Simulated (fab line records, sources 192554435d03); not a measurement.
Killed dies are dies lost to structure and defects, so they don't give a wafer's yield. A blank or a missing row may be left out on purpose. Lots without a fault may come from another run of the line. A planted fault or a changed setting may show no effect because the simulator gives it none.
Which tool did it? | flow n5_finfet | 24 lots, 72 wafers sampled, at 6 steps of a route of 1938

WHAT THE GAUGES READ, wafer by wafer
N5_BEOL_M0_CUTY_OVL_MEAS_58. Usual: M0_ABLK_OVL -0.3 nm, standard deviation 0.81.
lot  | measured     | on         | M0_ABLK_OVL (nm) | flag
L074 | day 5 15:37  | overlay-02 | -0.5 -0.5 -0.7   |
L075 | day 6 02:10  | overlay-02 | 0.0 0.2 0.1      |
L076 | day 6 04:07  | overlay-01 | -0.3 0.7 -0.5    |
L077 | day 6 12:11  | overlay-01 | -0.4 -0.3 0.1    |
L078 | day 6 16:31  | overlay-02 | -1.1 -1.6 -0.2   |
L079 | day 6 23:10  | overlay-02 | 0.7 1.7 0.9      |
L080 | day 7 06:38  | overlay-02 | -0.5 -0.2 -0.4   |
L081 | day 7 13:34  | overlay-01 | 0.5 0.3 -1.0     |
L082 | day 7 16:18  | overlay-02 | 1.1 0.2 0.1      |
L083 | day 7 19:16  | overlay-01 | -0.7 -0.9 -1.1   |
L084 | day 8 10:22  | overlay-02 | -0.9 -0.4 0.4    |
L085 | day 8 14:25  | overlay-02 | -0.2 -0.8 -0.2   |
L087 | day 10 00:08 | overlay-02 | -0.2 0.3 -0.8    |
L086 | day 10 06:57 | overlay-01 | -0.5 0.4 -0.1    |
L089 | day 10 08:06 | overlay-01 | -0.1 1.4 1.5     |
L090 | day 10 08:16 | overlay-02 | 0.0 -0.8 -1.5    |
L088 | day 10 09:06 | overlay-01 | 0.1 -1.4 -0.5    |
L093 | day 11 06:49 | overlay-01 | -0.4 -0.2 0.2    |
L091 | day 11 11:08 | overlay-01 | 0.3 0.2 -0.1     |
L094 | day 11 13:38 | overlay-01 | -0.3 -1.6 -0.5   |
L095 | day 11 13:48 | overlay-01 | 0.9 0.2 0.9      |
L092 | day 11 14:49 | overlay-02 | -2.0 -1.8 -1.2   |
L096 | day 11 15:19 | overlay-01 | 0.5 -0.1 1.2     |
L097 | day 12 03:07 | overlay-02 | 0.7 -1.1 -0.4    |

N5_BEOL_M1_THK_MEAS_01. Usual: M1_ILD_THK 78.6 nm, standard deviation 1.1.
lot  | measured     | on            | M1_ILD_THK (nm) | flag
L074 | day 5 23:06  | film_metro-02 | 76.1 78.2 79.7  |
L075 | day 6 08:39  | film_metro-02 | 79.5 76.5 79.6  |
L076 | day 6 08:25  | film_metro-01 | 76.8 79.3 78.0  |
L077 | day 6 18:38  | film_metro-02 | 77.4 79.8 78.1  |
L078 | day 7 00:14  | film_metro-01 | 78.8 77.9 79.8  |
L079 | day 7 04:46  | film_metro-01 | 77.8 78.6 77.8  |
L080 | day 7 12:59  | film_metro-01 | 77.4 79.0 77.7  |
L081 | day 7 20:02  | film_metro-01 | 80.5 81.5 80.2  |
L082 | day 7 22:24  | film_metro-02 | 78.5 78.8 79.8  |
L083 | day 8 08:32  | film_metro-01 | 77.3 78.7 78.6  |
L084 | day 8 15:09  | film_metro-01 | 78.1 80.3 79.7  |
L085 | day 8 18:49  | film_metro-01 | 77.5 79.9 78.3  |
L087 | day 10 03:56 | film_metro-01 | 78.8 77.5 76.9  |
L086 | day 10 10:54 | film_metro-02 | 78.5 78.0 77.2  |
L089 | day 10 12:50 | film_metro-02 | 79.5 79.4 78.5  |
L090 | day 10 16:40 | film_metro-01 | 78.1 79.6 78.1  |
L088 | day 10 16:13 | film_metro-02 | 77.6 81.2 80.3  |
L093 | day 11 13:16 | film_metro-02 | 78.2 79.2 79.4  |
L091 | day 11 17:35 | film_metro-01 | 76.9 79.1 78.6  |
L094 | day 11 18:11 | film_metro-02 | 77.5 78.7 79.1  |
L095 | day 11 18:38 | film_metro-01 | 77.8 79.2 78.4  |
L092 | day 11 19:13 | film_metro-02 | 79.2 78.3 79.0  |
L096 | day 11 19:19 | film_metro-02 | 79.7 78.5 79.3  |
L097 | day 12 07:40 | film_metro-01 | 78.2 78.0 76.6  |

WHICH TOOL RAN EACH LOT (tool, then ch and the chambers of the sampled wafers, then the start)
lot  | N5_BEOL_M0_DEGAS_112         | N5_BEOL_M0_ALD_136                  | N5_BEOL_M0_SPUTTER_134       | N5_BEOL_M1_ILD_DEP_00
L074 | pvd_sputter-01, day 5 18:55  | ald_metal-02 ch 0,1,2, day 5 19:08  | pvd_sputter-03, day 5 21:30  | pecvd-04 ch 0,1,2, day 5 23:02
L075 | pvd_sputter-01, day 6 06:06  | ald_metal-02 ch 0,2,3, day 6 06:20  | pvd_sputter-02, day 6 07:16  | pecvd-04 ch 0,1,2, day 6 08:35
L076 | pvd_sputter-01, day 6 05:52  | ald_metal-03 ch 1,2, day 6 05:59    | pvd_sputter-01, day 6 06:44  | pecvd-04 ch 0,1,2, day 6 08:20
L077 | pvd_sputter-03, day 6 16:22  | ald_metal-02 ch 0,1,3, day 6 16:29  | pvd_sputter-01, day 6 17:20  | pecvd-02 ch 0,1, day 6 18:34
L078 | pvd_sputter-01, day 6 21:23  | ald_metal-02 ch 0,2,3, day 6 21:29  | pvd_sputter-03, day 6 22:12  | pecvd-02 ch 0,1, day 7 00:10
L079 | pvd_sputter-03, day 7 00:52  | ald_metal-01 ch 0,2,3, day 7 01:06  | pvd_sputter-01, day 7 03:20  | pecvd-04 ch 0,1,2, day 7 04:41
L080 | pvd_sputter-01, day 7 09:17  | ald_metal-03 ch 1,3, day 7 09:23    | pvd_sputter-03, day 7 11:35  | pecvd-03 ch 1,2, day 7 12:55
L081 | pvd_sputter-02, day 7 17:42  | ald_metal-03 ch 0,1, day 7 17:48    | pvd_sputter-01, day 7 18:44  | pecvd-02 ch 0,1,2, day 7 19:58
L082 | pvd_sputter-02, day 7 18:00  | ald_metal-01 ch 0,2,3, day 7 18:06  | pvd_sputter-01, day 7 21:05  | pecvd-04 ch 0,2, day 7 22:20
L083 | pvd_sputter-03, day 8 06:20  | ald_metal-02 ch 0,2,3, day 8 06:28  | pvd_sputter-01, day 8 07:10  | pecvd-03 ch 0,2, day 8 08:28
L084 | pvd_sputter-03, day 8 13:01  | ald_metal-02 ch 0,3, day 8 13:08    | pvd_sputter-01, day 8 13:50  | pecvd-02 ch 0,2, day 8 15:05
L085 | pvd_sputter-02, day 8 16:13  | ald_metal-01 ch 0,1,3, day 8 16:19  | pvd_sputter-01, day 8 17:16  | pecvd-04 ch 0,1, day 8 18:46
L087 | pvd_sputter-02, day 10 01:55 | ald_metal-02 ch 1,2,3, day 10 02:01 | pvd_sputter-02, day 10 02:39 | pecvd-04 ch 0,1,2, day 10 03:53
L086 | pvd_sputter-03, day 10 08:36 | ald_metal-02 ch 0,2, day 10 08:42   | pvd_sputter-02, day 10 09:34 | pecvd-03 ch 0,1, day 10 10:50
L089 | pvd_sputter-02, day 10 09:48 | ald_metal-02 ch 0,1,3, day 10 09:58 | pvd_sputter-03, day 10 11:29 | pecvd-02 ch 0,1,2, day 10 12:46
L090 | pvd_sputter-02, day 10 13:24 | ald_metal-02 ch 0,2,3, day 10 13:30 | pvd_sputter-02, day 10 14:17 | pecvd-04 ch 0,1,2, day 10 16:37
L088 | pvd_sputter-02, day 10 12:24 | ald_metal-03 ch 1,3, day 10 12:30   | pvd_sputter-01, day 10 13:15 | pecvd-04 ch 0,1,2, day 10 16:09
L093 | pvd_sputter-02, day 11 10:46 | ald_metal-02 ch 0,2,3, day 11 10:52 | pvd_sputter-03, day 11 11:30 | pecvd-04 ch 0,2, day 11 13:12
L091 | pvd_sputter-02, day 11 13:53 | ald_metal-02 ch 1,2,3, day 11 13:59 | pvd_sputter-02, day 11 14:40 | pecvd-03 ch 0,1, day 11 17:30
L094 | pvd_sputter-02, day 11 15:47 | ald_metal-02 ch 0,2, day 11 15:53   | pvd_sputter-03, day 11 16:34 | pecvd-03 ch 0,1, day 11 18:05
L095 | pvd_sputter-03, day 11 15:52 | ald_metal-03 ch 0,1,3, day 11 15:58 | pvd_sputter-02, day 11 16:50 | pecvd-03 ch 0,1, day 11 18:33
L092 | pvd_sputter-01, day 11 16:55 | ald_metal-02 ch 0,2,3, day 11 17:02 | pvd_sputter-01, day 11 17:46 | pecvd-02 ch 0,1,2, day 11 19:10
L096 | pvd_sputter-02, day 11 17:07 | ald_metal-03 ch 1,2,3, day 11 17:13 | pvd_sputter-02, day 11 18:01 | pecvd-02 ch 0,1,2, day 11 19:15
L097 | pvd_sputter-03, day 12 05:22 | ald_metal-03 ch 0,1,2, day 12 05:28 | pvd_sputter-02, day 12 06:22 | pecvd-04 ch 0,1,2, day 12 07:36
- N5_BEOL_M0_DEGAS_112: time 60 s.
- N5_BEOL_M0_ALD_136: deposits TaN, pulse time 2 s, purge time 3 s, co reactant purge time 2 s.
- N5_BEOL_M0_SPUTTER_134: material Cu, target thk 4 nm, time 7.37 s.
- N5_BEOL_M1_ILD_DEP_00: deposits SiOC from DEMS/O2, target thk 79 nm, time 15.3 s.

WHAT THE TOOLS THEMSELVES READ (means of the sampled wafers that have a number; where no wafer has one, the mark that the record gives instead)
N5_BEOL_M0_DEGAS_112. Usual: heater_power_w 333 W, standard deviation 29.
lot  | tool           | heater_power_w (W) | flag
L074 | pvd_sputter-01 | 356                |
L075 | pvd_sputter-01 | 333                |
L076 | pvd_sputter-01 | 311                |
L077 | pvd_sputter-03 | 327                |
L078 | pvd_sputter-01 | 351                |
L079 | pvd_sputter-03 | 334                |
L080 | pvd_sputter-01 | 354                |
L081 | pvd_sputter-02 | 331                |
L082 | pvd_sputter-02 | 342                |
L083 | pvd_sputter-03 | 337                |
L084 | pvd_sputter-03 | 336                |
L085 | pvd_sputter-02 | 326                |
L087 | pvd_sputter-02 | 331                |
L086 | pvd_sputter-03 | 329                |
L089 | pvd_sputter-02 | 338                |
L090 | pvd_sputter-02 | 342                |
L088 | pvd_sputter-02 | 337                |
L093 | pvd_sputter-02 | 326                |
L091 | pvd_sputter-02 | 323                |
L094 | pvd_sputter-02 | 318                |
L095 | pvd_sputter-03 | 325                |
L092 | pvd_sputter-01 | 331                |
L096 | pvd_sputter-02 | 326                |
L097 | pvd_sputter-03 | 324                |

N5_BEOL_M0_ALD_136. Usual: heater_power_w 418 W, standard deviation 48.
lot  | tool         | heater_power_w (W) | flag
L074 | ald_metal-02 | 435                |
L075 | ald_metal-02 | 430                |
L076 | ald_metal-03 | 426                |
L077 | ald_metal-02 | 450                |
L078 | ald_metal-02 | 426                |
L079 | ald_metal-01 | 433                |
L080 | ald_metal-03 | 417                |
L081 | ald_metal-03 | 406                |
L082 | ald_metal-01 | 425                |
L083 | ald_metal-02 | 436                |
L084 | ald_metal-02 | 472                |
L085 | ald_metal-01 | 405                |
L087 | ald_metal-02 | 385                |
L086 | ald_metal-02 | 424                |
L089 | ald_metal-02 | 440                |
L090 | ald_metal-02 | 439                |
L088 | ald_metal-03 | 414                |
L093 | ald_metal-02 | 433                |
L091 | ald_metal-02 | 396                |
L094 | ald_metal-02 | 420                |
L095 | ald_metal-03 | 408                |
L092 | ald_metal-02 | 421                |
L096 | ald_metal-03 | 426                |
L097 | ald_metal-03 | 405                |

N5_BEOL_M0_SPUTTER_134. Usual: chuck_gas_flow_sccm 1.26 sccm, standard deviation 0.051; throttle_valve_pct 30.3 %, standard deviation 1.1.
lot  | tool           | chuck_gas_flow_sccm (sccm) | throttle_valve_pct (%) | flag
L074 | pvd_sputter-03 | 1.27                       | 31.2                   |
L075 | pvd_sputter-02 | 1.27                       | 28.9                   |
L076 | pvd_sputter-01 | 1.30                       | 30.7                   |
L077 | pvd_sputter-01 | 1.30                       | 30.4                   |
L078 | pvd_sputter-03 | 1.24                       | 30.9                   |
L079 | pvd_sputter-01 | 1.27                       | 31.3                   |
L080 | pvd_sputter-03 | 1.24                       | 31.5                   |
L081 | pvd_sputter-01 | 1.29                       | 30.7                   |
L082 | pvd_sputter-01 | 1.22                       | 31.4                   |
L083 | pvd_sputter-01 | 1.28                       | 30.7                   |
L084 | pvd_sputter-01 | 1.30                       | 30.7                   |
L085 | pvd_sputter-01 | 1.22                       | 30.7                   |
L087 | pvd_sputter-02 | 1.24                       | 29.0                   |
L086 | pvd_sputter-02 | 1.29                       | 29.1                   |
L089 | pvd_sputter-03 | 1.29                       | 31.0                   |
L090 | pvd_sputter-02 | 1.24                       | 29.2                   |
L088 | pvd_sputter-01 | 1.26                       | 31.0                   |
L093 | pvd_sputter-03 | 1.30                       | 30.3                   |
L091 | pvd_sputter-02 | 1.22                       | 29.3                   |
L094 | pvd_sputter-03 | 1.24                       | 30.8                   |
L095 | pvd_sputter-02 | 1.25                       | 29.0                   |
L092 | pvd_sputter-01 | 1.33                       | 31.2                   |
L096 | pvd_sputter-02 | 1.31                       | 29.0                   |
L097 | pvd_sputter-02 | 1.27                       | 29.2                   |

N5_BEOL_M1_ILD_DEP_00. Usual: heater_power_w 508 W, standard deviation 86; showerhead_plenum_p_Torr 5.697 Torr, standard deviation 0.017; throttle_valve_pct 12.2 %, standard deviation 0.67.
lot  | tool     | heater_power_w (W) | showerhead_plenum_p_Torr (Torr) | throttle_valve_pct (%) | flag
L074 | pecvd-04 | 585                | 5.692                           | 12.6                   |
L075 | pecvd-04 | 521                | 5.685                           | 12.5                   |
L076 | pecvd-04 | 576                | 5.690                           | 12.5                   |
L077 | pecvd-02 | 501                | 5.704                           | 12.3                   |
L078 | pecvd-02 | 424                | 5.702                           | 12.3                   |
L079 | pecvd-04 | 585                | 5.689                           | 12.6                   |
L080 | pecvd-03 | 466                | 5.703                           | 11.8                   |
L081 | pecvd-02 | 421                | 5.701                           | 12.0                   |
L082 | pecvd-04 | 613                | 5.683                           | 12.9                   |
L083 | pecvd-03 | 418                | 5.706                           | 11.9                   |
L084 | pecvd-02 | 429                | 5.706                           | 11.7                   |
L085 | pecvd-04 | 563                | 5.688                           | 12.9                   |
L087 | pecvd-04 | 555                | 5.689                           | 12.6                   |
L086 | pecvd-03 | 448                | 5.699                           | 11.6                   |
L089 | pecvd-02 | 447                | 5.697                           | 12.0                   |
L090 | pecvd-04 | 568                | 5.690                           | 12.6                   |
L088 | pecvd-04 | 591                | 5.699                           | 12.6                   |
L093 | pecvd-04 | 640                | 5.673                           | 12.9                   |
L091 | pecvd-03 | 428                | 5.701                           | 11.8                   |
L094 | pecvd-03 | 456                | 5.713                           | 11.6                   |
L095 | pecvd-03 | 455                | 5.701                           | 11.7                   |
L092 | pecvd-02 | 468                | 5.688                           | 12.1                   |
L096 | pecvd-02 | 444                | 5.706                           | 11.9                   |
L097 | pecvd-04 | 579                | 5.698                           | 12.5                   |

THE ANSWER, worked out from the rows above alone
Rule: a lot is off if the mean of its wafers that have a number lies more than 3 standard deviations from the usual mean. A lot without any number at a reading at which 4 lots or more have one is off too. The other lots that the step has rows for count as sound. The gauges are gone through in route order, then the tools' own readings, and for those a lot's mean is taken as printed above. The first step at which some lot is off is used, and at that step the reading that is off furthest; a lot without a number counts as furthest.
No lot is off at any reading shown: from this, nothing can be told.

WHAT THE SIMULATOR HAD PUT IN
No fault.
